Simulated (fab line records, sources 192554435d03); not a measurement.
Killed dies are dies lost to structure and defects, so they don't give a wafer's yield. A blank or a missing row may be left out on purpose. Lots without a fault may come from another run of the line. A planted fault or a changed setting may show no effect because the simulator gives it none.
Chamber matching | flow n5_finfet | N5_BEOL_M9_ETCH_66 on rie_diel-06: 4 sister chambers
The step etches SOC in N2/H2, target depth 80 nm, overetch 16 nm, time 120 s. 24 wafers are shown with their chamber, then 12 later ones without.

WAFERS WITH THEIR CHAMBER
wafer  | chamber | showerhead_plenum_p_Torr (Torr) | drypump_motor_current_A (A) | throttle_valve_pct (%)
L074.1 | 2       | 2.56                            | 5.8                         | 17.87
L074.2 | 1       | 2.71                            | 5.7                         | 17.61
L074.3 | 3       | 2.49                            | 5.2                         | 17.64
L074.4 | 0       | 2.52                            | 5.4                         | 18.07
L074.5 | 3       | 2.49                            | 5.2                         | 17.61
L074.6 | 2       | 2.56                            | 5.8                         | 17.86
L076.1 | 1       | 2.71                            | 5.7                         | 17.60
L076.2 | 3       | 2.49                            | 5.2                         | 17.64
L076.3 | 0       | 2.52                            | 5.4                         | 18.08
L076.4 | 2       | 2.56                            | 5.8                         | 17.87
L076.5 | 0       | 2.52                            | 5.4                         | 18.06
L076.6 | 3       | 2.49                            | 5.2                         | 17.62
L077.4 | 1       | 2.70                            | 5.7                         | 17.63
L077.5 | 0       | 2.51                            | 5.4                         | 18.11
L077.6 | 3       | 2.48                            | 5.1                         | 17.64
L080.1 | 2       | 2.55                            | 5.8                         | 17.92
L080.2 | 3       | 2.48                            | 5.2                         | 17.66
L080.3 | 0       | 2.51                            | 5.4                         | 18.09
L080.4 | 1       | 2.70                            | 5.7                         | 17.65
L080.5 | 0       | 2.51                            | 5.4                         | 18.10
L080.6 | 1       | 2.70                            | 5.7                         | 17.64
L083.2 | 3       | 2.48                            | 5.1                         | 17.67
L083.3 | 2       | 2.55                            | 5.9                         | 17.92
L083.6 | 0       | 2.51                            | 5.4                         | 18.11

SIGNATURES (means of the wafers above)
reading                  | chamber 0 | chamber 1 | chamber 2 | chamber 3 | scatter within a chamber
showerhead_plenum_p_Torr | 2.5143    | 2.7040    | 2.5560    | 2.4857    | 0.0054
drypump_motor_current_A  | 5.400     | 5.700     | 5.820     | 5.171     | 0.0334
throttle_valve_pct       | 18.0886   | 17.6260   | 17.8880   | 17.6400   | 0.0225
Rule: a wafer's distance from a chamber is the root of the sum, over the readings, of the square of ((its reading less the chamber's mean) divided by the reading's scatter). The wafer belongs to the nearest chamber; if the next one is less than 2 further off, it can't be placed. The scatter: the root of (the sum of the squares of (reading less its chamber's mean) over the shown wafers, divided by (wafers less chambers)).

WAFERS WITHOUT THEIR CHAMBER
wafer  | showerhead_plenum_p_Torr (Torr) | drypump_motor_current_A (A) | throttle_valve_pct (%)
L081.3 | 2.51                            | 5.4                         | 18.11
L081.5 | 2.55                            | 5.8                         | 17.90
L081.6 | 2.48                            | 5.2                         | 17.67
L089.3 | 2.48                            | 5.1                         | 17.69
L089.4 | 2.69                            | 5.7                         | 17.67
L089.5 | 2.55                            | 5.8                         | 17.93
L094.1 | 2.54                            | 5.8                         | 17.94
L094.2 | 2.47                            | 5.2                         | 17.70
L094.3 | 2.69                            | 5.7                         | 17.70
L096.4 | 2.46                            | 5.1                         | 17.75
L096.5 | 2.50                            | 5.4                         | 17.71
L096.6 | 2.68                            | 5.8                         | 17.72

WHICH CHAMBER EACH WENT THROUGH
wafer  | from the rows above | in truth
L081.3 | 0                   | 0
L081.5 | 2                   | 2
L081.6 | 3                   | 3
L089.3 | 3                   | 3
L089.4 | 1                   | 1
L089.5 | 2                   | 2
L094.1 | 2                   | 2
L094.2 | 3                   | 3
L094.3 | 1                   | 1
L096.4 | 3                   | 3
L096.5 | 3                   | 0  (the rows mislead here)
L096.6 | 1                   | 1
Placed correctly: 11 of 12. Can't be placed from these rows: 0. Placed wrongly: 1.
